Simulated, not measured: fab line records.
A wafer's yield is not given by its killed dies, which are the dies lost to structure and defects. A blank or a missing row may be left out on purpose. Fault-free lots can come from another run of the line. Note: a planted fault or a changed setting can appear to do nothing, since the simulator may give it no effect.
Split-lot experiment + flow n5_finfet + route with 1938 steps; 7 lots, 39 wafers read

ABOUT THE SPLIT
At N5_MOL_CONTACT_COAG_ETCH_105 (etches SiARC in CF4, target depth 15.6 nm, time 26 s), the setting bias_w was moved away from the recipe's 36 W on 15 of the 39 wafers read, by -15.6% to +14.8%. The other wafers ran this setting at the recipe's value.

The reading is taken at the split's own step.

THE READING
rf_vpp_V, in V, at N5_MOL_CONTACT_COAG_ETCH_105 (etches SiARC in CF4, target depth 15.6 nm, time 26 s). On this fab line, fault-free wafers typically give 183.6 V with a standard deviation of 1.2 V.

| wafer  | tool, chamber at the split | bias_w as run, W | against the recipe | rf_vpp_V, V | against lot-mates on the recipe |
|--------|----------------------------|------------------|--------------------|-------------|---------------------------------|
| L076.1 | rie_diel-02, 3             | 41.32            | +14.8%             | 198.3       | +13.5                           |
| L076.2 | rie_diel-02, 1             | 41.32            | +14.8%             | 199.9       | +15.1                           |
| L076.3 | rie_diel-02, 0             | 41.32            | +14.8%             | 200.0       | +15.2                           |
| L076.4 | rie_diel-02, 2             | 36               | recipe             | 185.3       | -                               |
| L076.5 | rie_diel-02, 3             | 36               | recipe             | 182.9       | -                               |
| L076.6 | rie_diel-02, 2             | 36               | recipe             | 186.1       | -                               |
| L081.1 | rie_diel-06, 0             | 38.06            | +5.7%              | 192.2       | +8.2                            |
| L081.2 | rie_diel-06, 1             | 38.06            | +5.7%              | 189.4       | +5.4                            |
| L081.3 | rie_diel-06, 3             | 36               | recipe             | 183.0       | -                               |
| L081.4 | rie_diel-06, 0             | 36               | recipe             | 185.0       | -                               |
| L081.5 | rie_diel-06, 1             | 36               | recipe             | 184.1       | -                               |
| L081.6 | rie_diel-06, 3             | 38.06            | +5.7%              | 188.7       | +4.7                            |
| L085.1 | rie_diel-05, 3             | 36               | recipe             | 183.8       | -                               |
| L085.2 | rie_diel-05, 0             | 30.4             | -15.6%             | 165.1       | -18.4                           |
| L085.3 | rie_diel-05, 1             | 30.4             | -15.6%             | 166.0       | -17.5                           |
| L085.4 | rie_diel-05, 3             | 30.4             | -15.6%             | 165.4       | -18.1                           |
| L085.5 | rie_diel-05, 1             | 36               | recipe             | 182.9       | -                               |
| L085.6 | rie_diel-05, 0             | 36               | recipe             | 183.8       | -                               |
| L086.1 | rie_diel-06, 0             | 36               | recipe             | 182.8       | -                               |
| L086.2 | rie_diel-06, 2             | 33.31            | -7.5%              | 174.7       | -8.3                            |
| L086.3 | rie_diel-06, 1             | 33.31            | -7.5%              | 173.8       | -9.2                            |
| L086.4 | rie_diel-06, 0             | 36               | recipe             | 184.5       | -                               |
| L086.5 | rie_diel-06, 1             | 33.31            | -7.5%              | 175.1       | -7.9                            |
| L086.6 | rie_diel-06, 2             | 36               | recipe             | 181.8       | -                               |
| L090.1 | rie_diel-06, 1             | 36               | recipe             | 183.8       | -                               |
| L090.5 | rie_diel-06, 2             | 36               | recipe             | 182.8       | -                               |
| L090.6 | rie_diel-06, 3             | 36               | recipe             | 181.7       | -                               |
| L091.1 | rie_diel-05, 2             | 36               | recipe             | 184.1       | -                               |
| L091.2 | rie_diel-05, 0             | 36               | recipe             | 184.6       | -                               |
| L091.3 | rie_diel-05, 1             | 36               | recipe             | 181.5       | -                               |
| L091.4 | rie_diel-05, 1             | 36               | recipe             | 185.9       | -                               |
| L091.5 | rie_diel-05, 2             | 36               | recipe             | 184.1       | -                               |
| L091.6 | rie_diel-05, 0             | 36               | recipe             | 183.2       | -                               |
| L097.1 | rie_diel-05, 0             | 36               | recipe             | 183.3       | -                               |
| L097.2 | rie_diel-05, 2             | 36               | recipe             | 183.1       | -                               |
| L097.3 | rie_diel-05, 1             | 36               | recipe             | 183.4       | -                               |
| L097.4 | rie_diel-05, 3             | 32.68            | -9.2%              | 173.8       | -9.5                            |
| L097.5 | rie_diel-05, 0             | 32.68            | -9.2%              | 172.1       | -11.2                           |
| L097.6 | rie_diel-05, 1             | 32.68            | -9.2%              | 172.6       | -10.7                           |

THE FIT
A straight line over all 39 wafers: rf_vpp_V changes by +1.13 V for each +1% of bias_w; r = +0.99; the points scatter about the line by 1.1 V.
The same after taking each lot's own level away (the mean of its wafers on the recipe; 39 wafers): +1.08 V for each +1%; r = +0.99; scatter 1.1 V.
On that fit, the largest move of bias_w shifts the reading by 17 V.
The lots' own levels span 182.77 to 184.77 V, that is 1.7 times the standard deviation above.
Hence the lot-to-lot level has little effect on the slope; both slopes agree.
Check: -16.9 V against its lot-mates is what the line predicts for one of the wafers moved furthest among these (-15.6%) when that wafer is left out of the fit. Against them it came out at -18.4 V.
Tool readings at the split's step, against how far the setting was moved: rf_vpp_V r = +0.99.

THESE WAFERS: OTHER SPLITS
These wafers also went through other splits before the reading. Each is held against what the fit with the lots' levels taken away leaves over:
| other split on the same wafers    | wafers away from the commonest value | r with rf_vpp_V (lot level and that fit taken away) |
|-----------------------------------|--------------------------------------|-----------------------------------------------------|
| N5_DUMMY_GATE_CVD_03 target_thk_a | 30                                   | -0.06                                               |
| N5_DUMMY_GATE_ETCH_37 source_w    | 15                                   | +0.10                                               |
| N5_SD_EPI_N_LINER_46 target_thk_a | 12                                   | +0.16                                               |

FILE'S OWN FIT
rf_vpp_V changes by +1.09 V for each +1% of bias_w, r = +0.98.
